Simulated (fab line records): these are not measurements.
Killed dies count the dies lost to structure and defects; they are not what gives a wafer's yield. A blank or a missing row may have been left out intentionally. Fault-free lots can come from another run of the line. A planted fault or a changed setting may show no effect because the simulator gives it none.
What tool caused it? | flow nand-harc | 23 lots with 69 wafers sampled at 6 steps, on a route of 1302 steps

== WHAT THE GAUGES SHOWED, per wafer ==
No reading from a measuring or inspecting step in the record can be judged against a usual standard deviation.

== EACH LOT AND THE TOOL THAT RAN IT (in order: tool; ch and the chambers of the sampled wafers; start) ==
lot  | NHARC_A_CHANNEL_HOLE_D2_STRIP_28              | NHARC_A_CHANNEL_FILL_D2_STRIP_29   | NHARC_A_STAIRCASE_ETCH_170     | NHARC_A_STAIRCASE_ETCH_15      | NHARC_A_STAIRCASE_ETCH_17      | NHARC_A_STAIRCASE_TRIM_18
L075 | rie-diel-04 ch 2,3, day 15 13:34 or earlier   | rie-diel-05 ch 0,1,3, day 15 13:34 | rie-diel-02 ch 0,1, no start   | rie-diel-02 ch 0,1,2, no start | rie-diel-02 ch 0,1,3, no start | rie-diel-02 ch 0,2,3, no start
L074 | rie-diel-11 ch 0,1,3, no start                | rie-diel-13 ch 1,2,3, no start     | rie-diel-02 ch 1,2,3, no start | rie-diel-02 ch 0,2,3, no start | rie-diel-02 ch 1,2,3, no start | rie-diel-02 ch 0,1,3, no start
L076 | rie-diel-04 ch 1,3, no start                  | rie-diel-03 ch 0,3, no start       | rie-diel-12 ch 2,3, no start   | rie-diel-02 ch 1,2, no start   | rie-diel-02 ch 1,2,3, no start | rie-diel-02 ch 0,1,3, no start
L078 | rie-diel-04 ch 0,2,3, no start                | rie-diel-13 ch 2,3, no start       | rie-diel-02 ch 1,3, no start   | rie-diel-12 ch 1,3, no start   | rie-diel-12 ch 2,3, no start   | rie-diel-12 ch 1,3, no start
L077 | rie-diel-11 ch 0,2,3, no start                | rie-diel-05 ch 1,2,3, no start     | rie-diel-02 ch 0,1,3, no start | rie-diel-02 ch 1,2,3, no start | rie-diel-02 ch 0,1, no start   | rie-diel-02 ch 1,2,3, no start
L079 | rie-diel-04 ch 0,1,2, no start                | rie-diel-13 ch 2,3, no start       | rie-diel-02 ch 1,3, no start   | rie-diel-12 ch 0,2, no start   | rie-diel-12 ch 1,2, no start   | rie-diel-12 ch 0,1,2, no start
L080 | rie-diel-04 ch 0,3, no start                  | rie-diel-05 ch 0,2,3, no start     | rie-diel-02 ch 0,1,2, no start | rie-diel-09 ch 2,3, no start   | rie-diel-09 ch 1,2,3, no start | rie-diel-09 ch 0,2, no start
L081 | rie-diel-11 ch 0,2,3, no start                | rie-diel-03 ch 0,1, no start       | rie-diel-09 ch 1,2,3, no start | rie-diel-09 ch 0,1,3, no start | rie-diel-09 ch 0,1,3, no start | rie-diel-09 ch 0,1,3, no start
L082 | rie-diel-06 ch 0,1,2, day 19 02:59 or earlier | rie-diel-03 ch 0,2,3, day 19 02:59 | rie-diel-09 ch 0,1, no start   | rie-diel-12 ch 2,3, no start   | rie-diel-12 ch 0,2,3, no start | rie-diel-12 ch 0,2, no start
L083 | rie-diel-04 ch 0,1, no start                  | rie-diel-05 ch 0,2,3, no start     | rie-diel-02 ch 0,1,3, no start | rie-diel-09 ch 0,1,3, no start | rie-diel-09 ch 0,1,3, no start | rie-diel-09 ch 0,2,3, no start
L084 | rie-diel-04 ch 0,1,2, no start                | rie-diel-05 ch 0,2,3, no start     | rie-diel-02 ch 0,2,3, no start | rie-diel-09 ch 0,1,3, no start | rie-diel-09 ch 1,2,3, no start | rie-diel-09 ch 0,1,2, no start
L085 | rie-diel-11 ch 0,1,3, day 20 00:54 or earlier | rie-diel-03 ch 1,3, day 20 00:54   | rie-diel-09 ch 0,2,3, no start | rie-diel-02 ch 1,2,3, no start | rie-diel-02 ch 1,2,3, no start | rie-diel-02 ch 0,1,2, no start
L087 | rie-diel-04 ch 0,1,3, no start                | rie-diel-13 ch 0,2,3, no start     | rie-diel-02 ch 0,1,2, no start | rie-diel-12 ch 0,2,3, no start | rie-diel-12 ch 0,2,3, no start | rie-diel-12 ch 0,2,3, no start
L088 | rie-diel-04 ch 1,2,3, day 21 14:53 or earlier | rie-diel-05 ch 1,2,3, day 21 14:53 | rie-diel-02 ch 0,1,2, no start | rie-diel-02 ch 0,1,3, no start | rie-diel-02 ch 1,2,3, no start | rie-diel-02 ch 1,2,3, no start
L090 | rie-diel-06 ch 0,2,3, no start                | rie-diel-03 ch 0,1,2, no start     | rie-diel-09 ch 0,2,3, no start | rie-diel-12 ch 0,1,2, no start | rie-diel-12 ch 1,2,3, no start | rie-diel-12 ch 1,2,3, no start
L089 | rie-diel-04 ch 1,2,3, no start                | rie-diel-05 ch 1,2,3, no start     | rie-diel-09 ch 0,2,3, no start | rie-diel-09 ch 1,2,3, no start | rie-diel-09 ch 0,1,3, no start | rie-diel-09 ch 0,1,3, no start
L092 | rie-diel-04 ch 1,2,3, no start                | rie-diel-05 ch 0,1,3, no start     | rie-diel-09 ch 0,1,3, no start | rie-diel-12 ch 0,1,2, no start | rie-diel-12 ch 0,2,3, no start | rie-diel-12 ch 0,1,3, no start
L091 | rie-diel-04 ch 1,2,3, no start                | rie-diel-03 ch 0,2,3, no start     | rie-diel-02 ch 2,3, no start   | rie-diel-02 ch 1,3, no start   | rie-diel-02 ch 2,3, no start   | rie-diel-02 ch 2,3, no start
L093 | rie-diel-06 ch 1,2, day 22 21:49 or earlier   | rie-diel-05 ch 0,2, day 22 21:49   | rie-diel-09 ch 0,2,3, no start | rie-diel-12 ch 0,2, no start   | rie-diel-12 ch 2,3, no start   | rie-diel-12 ch 0,1,2, no start
L095 | rie-diel-06 ch 0,1,2, no start                | rie-diel-03 ch 1,2,3, no start     | rie-diel-02 ch 0,1,3, no start | rie-diel-09 ch 0,2,3, no start | rie-diel-09 ch 0,1,3, no start | rie-diel-09 ch 0,1,2, no start
L094 | rie-diel-11 ch 0,1,3, no start                | rie-diel-13 ch 0,1,2, no start     | rie-diel-09 ch 0,1, no start   | rie-diel-09 ch 0,3, no start   | rie-diel-09 ch 0,2,3, no start | rie-diel-09 ch 0,1,2, no start
L097 | rie-diel-06 ch 2,3, no start                  | rie-diel-05 ch 0,1,3, no start     | rie-diel-09 ch 1,2, no start   | rie-diel-12 ch 0,1,2, no start | rie-diel-12 ch 2,3, no start   | rie-diel-12 ch 0,3, no start
L096 | rie-diel-04 ch 1,2,3, day 22 21:33            | rie-diel-03 ch 0,1,2, no start     | rie-diel-09 ch 0,1,2, no start | rie-diel-02 ch 0,1,2, no start | rie-diel-02 ch 0,1,2, no start | rie-diel-02 ch 0,1,2, no start
- NHARC_A_CHANNEL_HOLE_D2_STRIP_28: strips in O2.
- NHARC_A_CHANNEL_FILL_D2_STRIP_29: strips in O2, time 20 s.
- NHARC_A_STAIRCASE_ETCH_170: etches the open film in C4F6/O2, target depth 200 nm, time 66.667 s.
- NHARC_A_STAIRCASE_ETCH_15: etches the open film in C4F8/O2, target depth 100 nm, time 40.5 s.
- NHARC_A_STAIRCASE_ETCH_17: etches the open film in C4F8/O2, target depth 100 nm, time 40.5 s.
- NHARC_A_STAIRCASE_TRIM_18: chemistry O2, time 211.2 s.

== WHAT THE TOOLS THEMSELVES READ (means of the sampled wafers that have a number; where no wafer has one, the mark that the record gives instead) ==
NHARC_A_CHANNEL_HOLE_D2_STRIP_28. Usual: drypump-motor-current-A 5.5 A, standard deviation 0.42; oes-product-au 1.003 a.u., standard deviation 0.015; rf-vpp-V 57.8 V, standard deviation 0.78; showerhead-plenum-p-Torr 3.53 Torr, standard deviation 0.11; throttle-valve-pct 17.036 %, standard deviation 0.0094.
lot  | tool        | drypump-motor-current-A (A) | oes-product-au (a.u.) | rf-vpp-V (V) | showerhead-plenum-p-Torr (Torr) | throttle-valve-pct (%) | flag
L075 | rie-diel-04 | 4.9                         | 0.998                 | 57.2         | 3.54                            | 17.036                 |
L074 | rie-diel-11 | 5.4                         | 1.003                 | 58.5         | 3.58                            | 17.041                 |
L076 | rie-diel-04 | 5.5                         | 1.012                 | 57.6         | 3.48                            | 17.031                 |
L078 | rie-diel-04 | 5.3                         | 1.007                 | 57.6         | 3.52                            | 17.032                 |
L077 | rie-diel-11 | 5.5                         | 1.009                 | 57.9         | 3.66                            | 17.038                 |
L079 | rie-diel-04 | 5.6                         | 1.017                 | 57.3         | 3.51                            | 17.046                 |
L080 | rie-diel-04 | 5.6                         | 1.024                 | 57.5         | 3.47                            | 17.033                 |
L081 | rie-diel-11 | 5.6                         | 1.003                 | 58.7         | 3.66                            | 17.040                 |
L082 | rie-diel-06 | 5.6                         | 0.995                 | 58.1         | 3.55                            | 17.038                 |
L083 | rie-diel-04 | 5.8                         | 1.010                 | 57.9         | 3.46                            | 17.040                 |
L084 | rie-diel-04 | 5.6                         | 0.999                 | 58.2         | 3.51                            | 17.043                 |
L085 | rie-diel-11 | 5.4                         | 1.001                 | 58.6         | 3.58                            | 17.033                 |
L087 | rie-diel-04 | 5.6                         | 1.002                 | 58.1         | 3.47                            | 17.035                 |
L088 | rie-diel-04 | 5.2                         | 0.993                 | 57.4         | 3.53                            | 17.031                 |
L090 | rie-diel-06 | 5.8                         | 1.009                 | 57.2         | 3.44                            | 17.044                 |
L089 | rie-diel-04 | 5.2                         | 1.001                 | 58.0         | 3.53                            | 17.036                 |
L092 | rie-diel-04 | 5.2                         | 1.005                 | 58.0         | 3.53                            | 17.039                 |
L091 | rie-diel-04 | 5.2                         | 1.006                 | 57.8         | 3.53                            | 17.029                 |
L093 | rie-diel-06 | 5.8                         | 0.998                 | 57.8         | 3.62                            | 17.038                 |
L095 | rie-diel-06 | 5.7                         | 0.993                 | 57.8         | 3.55                            | 17.034                 |
L094 | rie-diel-11 | 5.4                         | 1.009                 | 57.4         | 3.57                            | 17.033                 |
L097 | rie-diel-06 | 6.1                         | 0.983                 | 57.2         | 3.41                            | 17.039                 |
L096 | rie-diel-04 | 5.2                         | 0.999                 | 58.3         | 3.53                            | 17.047                 |

NHARC_A_CHANNEL_FILL_D2_STRIP_29. Usual: drypump-motor-current-A 5.61 A, standard deviation 0.29; oes-product-au 1.005 a.u., standard deviation 0.013; rf-vpp-V 57.6 V, standard deviation 0.9; showerhead-plenum-p-Torr 3.47 Torr, standard deviation 0.15; throttle-valve-pct 17.035 %, standard deviation 0.0089.
lot  | tool        | drypump-motor-current-A (A) | oes-product-au (a.u.) | rf-vpp-V (V) | showerhead-plenum-p-Torr (Torr) | throttle-valve-pct (%) | flag
L075 | rie-diel-05 | 5.53                        | 1.013                 | 58.0         | 3.48                            | 17.041                 |
L074 | rie-diel-13 | 5.86                        | 0.999                 | 58.1         | 3.59                            | 17.032                 |
L076 | rie-diel-03 | 5.65                        | 0.995                 | 57.9         | 3.46                            | 17.036                 |
L078 | rie-diel-13 | 6.18                        | 0.996                 | 57.6         | 3.58                            | 17.041                 |
L077 | rie-diel-05 | 5.61                        | 1.006                 | 57.8         | 3.46                            | 17.026                 |
L079 | rie-diel-13 | 6.19                        | 0.996                 | 58.5         | 3.58                            | 17.030                 |
L080 | rie-diel-05 | 5.60                        | 1.012                 | 58.2         | 3.42                            | 17.040                 |
L081 | rie-diel-03 | 5.24                        | 0.996                 | 57.3         | 3.48                            | 17.035                 |
L082 | rie-diel-03 | 5.54                        | 0.986                 | 57.7         | 3.44                            | 17.042                 |
L083 | rie-diel-05 | 5.61                        | 1.003                 | 58.0         | 3.42                            | 17.041                 |
L084 | rie-diel-05 | 5.60                        | 1.006                 | 57.1         | 3.42                            | 17.032                 |
L085 | rie-diel-03 | 5.14                        | 0.997                 | 57.5         | 3.61                            | 17.026                 |
L087 | rie-diel-13 | 6.04                        | 1.001                 | 57.3         | 3.48                            | 17.043                 |
L088 | rie-diel-05 | 5.61                        | 1.013                 | 57.4         | 3.46                            | 17.032                 |
L090 | rie-diel-03 | 5.41                        | 0.990                 | 57.6         | 3.38                            | 17.036                 |
L089 | rie-diel-05 | 5.62                        | 1.010                 | 58.5         | 3.46                            | 17.039                 |
L092 | rie-diel-05 | 5.56                        | 1.023                 | 58.0         | 3.48                            | 17.031                 |
L091 | rie-diel-03 | 5.54                        | 1.002                 | 56.9         | 3.43                            | 17.043                 |
L093 | rie-diel-05 | 5.59                        | 1.013                 | 57.5         | 3.36                            | 17.032                 |
L095 | rie-diel-03 | 5.30                        | 0.996                 | 57.5         | 3.51                            | 17.036                 |
L094 | rie-diel-13 | 5.75                        | 1.007                 | 57.6         | 3.59                            | 17.028                 |
L097 | rie-diel-05 | 5.54                        | 1.010                 | 58.6         | 3.48                            | 17.041                 |
L096 | rie-diel-03 | 5.39                        | 0.994                 | 56.6         | 3.37                            | 17.026                 |

NHARC_A_STAIRCASE_ETCH_170. Usual: drypump-motor-current-A 5.7 A, standard deviation 0.53; oes-product-au 0.976 a.u., standard deviation 0.016; rf-vpp-V 545.3 V, standard deviation 3; showerhead-plenum-p-Torr 3.85 Torr, standard deviation 0.14; throttle-valve-pct 26.904 %, standard deviation 0.0097.
lot  | tool        | drypump-motor-current-A (A) | oes-product-au (a.u.) | rf-vpp-V (V) | showerhead-plenum-p-Torr (Torr) | throttle-valve-pct (%) | flag
L075 | rie-diel-02 | 5.7                         | 0.981                 | 541.5        | 3.69                            | 26.911                 |
L074 | rie-diel-02 | 5.6                         | 0.981                 | 544.2        | 3.78                            | 26.904                 |
L076 | rie-diel-12 | 5.5                         | 0.996                 | 546.2        | 3.87                            | 26.897                 |
L078 | rie-diel-02 | 6.0                         | 0.984                 | 543.5        | 3.74                            | 26.910                 |
L077 | rie-diel-02 | 5.9                         | 0.975                 | 542.3        | 3.71                            | 26.911                 |
L079 | rie-diel-02 | 6.1                         | 0.965                 | 543.3        | 3.73                            | 26.898                 |
L080 | rie-diel-02 | 5.5                         | 0.947                 | 542.7        | 3.75                            | 26.908                 |
L081 | rie-diel-09 | 5.9                         | 0.970                 | 548.7        | 4.04                            | 26.910                 |
L082 | rie-diel-09 | 5.4                         | 0.970                 | 549.5        | 4.02                            | 26.903                 |
L083 | rie-diel-02 | 5.9                         | 0.973                 | 542.4        | 3.70                            | 26.901                 |
L084 | rie-diel-02 | 5.5                         | 0.977                 | 542.9        | 3.75                            | 26.900                 |
L085 | rie-diel-09 | 5.8                         | 0.964                 | 548.0        | 3.98                            | 26.907                 |
L087 | rie-diel-02 | 5.5                         | 0.973                 | 543.0        | 3.73                            | 26.913                 |
L088 | rie-diel-02 | 5.5                         | 0.966                 | 542.9        | 3.73                            | 26.905                 |
L090 | rie-diel-09 | 5.8                         | 1.003                 | 548.4        | 3.97                            | 26.910                 |
L089 | rie-diel-09 | 5.8                         | 0.965                 | 548.0        | 3.97                            | 26.901                 |
L092 | rie-diel-09 | 5.8                         | 0.980                 | 548.0        | 4.00                            | 26.900                 |
L091 | rie-diel-02 | 5.6                         | 0.973                 | 542.8        | 3.76                            | 26.906                 |
L093 | rie-diel-09 | 5.8                         | 0.987                 | 548.3        | 3.97                            | 26.896                 |
L095 | rie-diel-02 | 5.9                         | 0.972                 | 541.9        | 3.68                            | 26.898                 |
L094 | rie-diel-09 | 5.4                         | 0.964                 | 548.4        | 3.95                            | 26.913                 |
L097 | rie-diel-09 | 5.5                         | 0.972                 | 547.9        | 3.98                            | 26.912                 |
L096 | rie-diel-09 | 5.5                         | 0.981                 | 547.8        | 3.96                            | 26.910                 |

NHARC_A_STAIRCASE_ETCH_15. Usual: oes-product-au 0.944 a.u., standard deviation 0.013; rf-vpp-V 894 V, standard deviation 4.5.
lot  | tool        | oes-product-au (a.u.) | rf-vpp-V (V) | flag
L075 | rie-diel-02 | 0.939                 | 891          |
L074 | rie-diel-02 | 0.953                 | 891          |
L076 | rie-diel-02 | 0.952                 | 892          |
L078 | rie-diel-12 | 0.936                 | 894          |
L077 | rie-diel-02 | 0.934                 | 891          |
L079 | rie-diel-12 | 0.961                 | 892          |
L080 | rie-diel-09 | 0.943                 | 898          |
L081 | rie-diel-09 | 0.939                 | 899          |
L082 | rie-diel-12 | 0.968                 | 894          |
L083 | rie-diel-09 | 0.945                 | 899          |
L084 | rie-diel-09 | 0.929                 | 898          |
L085 | rie-diel-02 | 0.942                 | 891          |
L087 | rie-diel-12 | 0.959                 | 892          |
L088 | rie-diel-02 | 0.933                 | 887          |
L090 | rie-diel-12 | 0.956                 | 891          |
L089 | rie-diel-09 | 0.953                 | 898          |
L092 | rie-diel-12 | 0.936                 | 891          |
L091 | rie-diel-02 | 0.931                 | 890          |
L093 | rie-diel-12 | 0.942                 | 891          |
L095 | rie-diel-09 | 0.942                 | 896          |
L094 | rie-diel-09 | 0.946                 | 898          |
L097 | rie-diel-12 | 0.937                 | 891          |
L096 | rie-diel-02 | 0.919                 | 896          |

NHARC_A_STAIRCASE_ETCH_17. Usual: oes-product-au 0.942 a.u., standard deviation 0.015; rf-vpp-V 894 V, standard deviation 4.6.
lot  | tool        | oes-product-au (a.u.) | rf-vpp-V (V) | flag
L075 | rie-diel-02 | 0.936                 | 889          |
L074 | rie-diel-02 | 0.934                 | 891          |
L076 | rie-diel-02 | 0.941                 | 891          |
L078 | rie-diel-12 | 0.971                 | 893          |
L077 | rie-diel-02 | 0.938                 | 888          |
L079 | rie-diel-12 | 0.961                 | 893          |
L080 | rie-diel-09 | 0.949                 | 899          |
L081 | rie-diel-09 | 0.940                 | 899          |
L082 | rie-diel-12 | 0.949                 | 891          |
L083 | rie-diel-09 | 0.931                 | 899          |
L084 | rie-diel-09 | 0.939                 | 900          |
L085 | rie-diel-02 | 0.944                 | 891          |
L087 | rie-diel-12 | 0.957                 | 892          |
L088 | rie-diel-02 | 0.949                 | 890          |
L090 | rie-diel-12 | 0.927                 | 893          |
L089 | rie-diel-09 | 0.950                 | 898          |
L092 | rie-diel-12 | 0.950                 | 891          |
L091 | rie-diel-02 | 0.928                 | 890          |
L093 | rie-diel-12 | 0.948                 | 893          |
L095 | rie-diel-09 | 0.937                 | 898          |
L094 | rie-diel-09 | 0.939                 | 897          |
L097 | rie-diel-12 | 0.934                 | 892          |
L096 | rie-diel-02 | 0.924                 | 895          |

NHARC_A_STAIRCASE_TRIM_18. Usual: drypump-motor-current-A 5.8 A, standard deviation 0.57; oes-product-au 1.003 a.u., standard deviation 0.012; rf-vpp-V 57.6 V, standard deviation 0.88; showerhead-plenum-p-Torr 3.46 Torr, standard deviation 0.12; throttle-valve-pct 17.038 %, standard deviation 0.01.
lot  | tool        | drypump-motor-current-A (A) | oes-product-au (a.u.) | rf-vpp-V (V) | showerhead-plenum-p-Torr (Torr) | throttle-valve-pct (%) | flag
L075 | rie-diel-02 | 5.5                         | 1.001                 | 57.8         | 3.38                            | 17.032                 |
L074 | rie-diel-02 | 5.9                         | 1.002                 | 57.0         | 3.34                            | 17.045                 |
L076 | rie-diel-02 | 5.9                         | 1.005                 | 57.9         | 3.34                            | 17.042                 |
L078 | rie-diel-12 | 5.6                         | 1.007                 | 58.0         | 3.46                            | 17.028                 |
L077 | rie-diel-02 | 5.7                         | 0.995                 | 57.9         | 3.39                            | 17.036                 |
L079 | rie-diel-12 | 6.3                         | 1.017                 | 56.6         | 3.41                            | 17.034                 |
L080 | rie-diel-09 | 5.4                         | 0.986                 | 57.1         | 3.55                            | 17.044                 |
L081 | rie-diel-09 | 5.8                         | 0.991                 | 58.3         | 3.62                            | 17.044                 |
L082 | rie-diel-12 | 6.2                         | 1.021                 | 58.2         | 3.41                            | 17.041                 |
L083 | rie-diel-09 | 5.8                         | 0.999                 | 58.1         | 3.58                            | 17.032                 |
L084 | rie-diel-09 | 5.5                         | 0.992                 | 58.6         | 3.59                            | 17.043                 |
L085 | rie-diel-02 | 5.5                         | 0.990                 | 56.7         | 3.35                            | 17.037                 |
L087 | rie-diel-12 | 6.0                         | 1.002                 | 57.2         | 3.41                            | 17.044                 |
L088 | rie-diel-02 | 5.6                         | 1.000                 | 56.4         | 3.37                            | 17.035                 |
L090 | rie-diel-12 | 5.8                         | 1.004                 | 57.6         | 3.44                            | 17.028                 |
L089 | rie-diel-09 | 5.9                         | 0.998                 | 57.2         | 3.60                            | 17.037                 |
L092 | rie-diel-12 | 6.1                         | 1.009                 | 56.8         | 3.39                            | 17.037                 |
L091 | rie-diel-02 | 5.2                         | 0.999                 | 56.5         | 3.41                            | 17.036                 |
L093 | rie-diel-12 | 6.3                         | 1.000                 | 57.8         | 3.38                            | 17.037                 |
L095 | rie-diel-09 | 5.5                         | 1.000                 | 57.7         | 3.57                            | 17.036                 |
L094 | rie-diel-09 | 5.5                         | 1.009                 | 58.6         | 3.57                            | 17.036                 |
L097 | rie-diel-12 | 6.3                         | 1.001                 | 57.8         | 3.34                            | 17.047                 |
L096 | rie-diel-02 | 5.5                         | 0.993                 | 57.3         | 3.52                            | 17.041                 |

== THE ANSWER, worked out from the rows above alone ==
Rule: a lot is off if the mean of its wafers that have a number lies more than 3 standard deviations from the usual mean. A lot without any number at a reading at which 4 lots or more have one is off too. The other lots that the step has rows for count as sound. The gauges are gone through in route order, then the tools' own readings, and for those a lot's mean is taken as printed above. At the first step where some lot is off, the reading lying furthest off is the one used; lots without a number count as furthest.
No lot is off on any of the readings shown, so nothing can be concluded from this.

== WHAT THE SIMULATOR HAD PUT IN ==
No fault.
